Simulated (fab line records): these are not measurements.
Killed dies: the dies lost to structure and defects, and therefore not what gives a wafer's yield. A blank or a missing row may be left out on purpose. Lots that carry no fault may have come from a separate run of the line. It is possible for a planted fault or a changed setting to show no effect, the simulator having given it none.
Matching of chambers + flow nand-harc + 4 sister chambers for NHARC_A_WL_FILL_ETCHBACK_26 on rie-si-02
The step etches the open film in HBr, target depth 52 nm, time 13.3 s. 8 wafers are shown with their chamber, then 9 later ones without.

## EACH WAFER AND ITS CHAMBER
| wafer  | chamber | oes-product-au (a.u.) | throttle-valve-pct (%) |
|--------|---------|-----------------------|------------------------|
| L075.4 | 1       | 1.018                 | 23.261                 |
| L077.5 | 3       | 0.970                 | 23.270                 |
| L080.4 | 2       | 0.991                 | 23.275                 |
| L084.1 | 1       | 0.995                 | 23.252                 |
| L084.3 | 3       | 0.980                 | 23.266                 |
| L085.3 | 0       | 0.990                 | 23.273                 |
| L085.4 | 2       | 0.994                 | 23.253                 |
| L085.6 | 0       | 0.993                 | 23.262                 |

## WAFERS WITHOUT THEIR CHAMBER
| wafer  | oes-product-au (a.u.) | throttle-valve-pct (%) |
|--------|-----------------------|------------------------|
| L091.3 | 0.996                 | 23.278                 |
| L091.4 | 0.991                 | 23.278                 |
| L091.5 | 0.988                 | 23.261                 |
| L092.2 | 0.991                 | 23.276                 |
| L092.3 | 0.989                 | 23.269                 |
| L092.5 | 0.987                 | 23.270                 |
| L097.1 | 1.010                 | 23.269                 |
| L097.2 | 0.990                 | 23.264                 |
| L097.6 | 0.966                 | 23.267                 |

## THE CHAMBER EACH PASSED THROUGH
| wafer  | from the rows above               | in truth |
|--------|-----------------------------------|----------|
| L091.3 | can't be placed: 0 or 2 or 3 or 1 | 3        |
| L091.4 | can't be placed: 0 or 2 or 3 or 1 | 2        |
| L091.5 | can't be placed: 2 or 0 or 3 or 1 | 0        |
| L092.2 | can't be placed: 0 or 2 or 3 or 1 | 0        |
| L092.3 | can't be placed: 0 or 2 or 3      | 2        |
| L092.5 | can't be placed: 0 or 2 or 3      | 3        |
| L097.1 | can't be placed: 1 or 2 or 0      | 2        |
| L097.2 | can't be placed: 2 or 0 or 3 or 1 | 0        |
| L097.6 | can't be placed: 3 or 0 or 2      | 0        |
0 of 9 placed correctly. Unplaceable from these rows: 9, with the true chamber sitting among the candidates in 9. Placed wrongly: 0.
How it was worked out, from the rows above alone: a wafer's distance from a chamber is the root of the sum, over the readings, of the square of ((its reading less the chamber's mean) divided by the reading's scatter). The wafer belongs to the nearest chamber; if the next one is less than 2 further off, it can't be placed. The mean given for a chamber averages the wafers shown for that chamber. The scatter: the root of (the sum of the squares of (reading less its chamber's mean) over the shown wafers, divided by (wafers less chambers)).
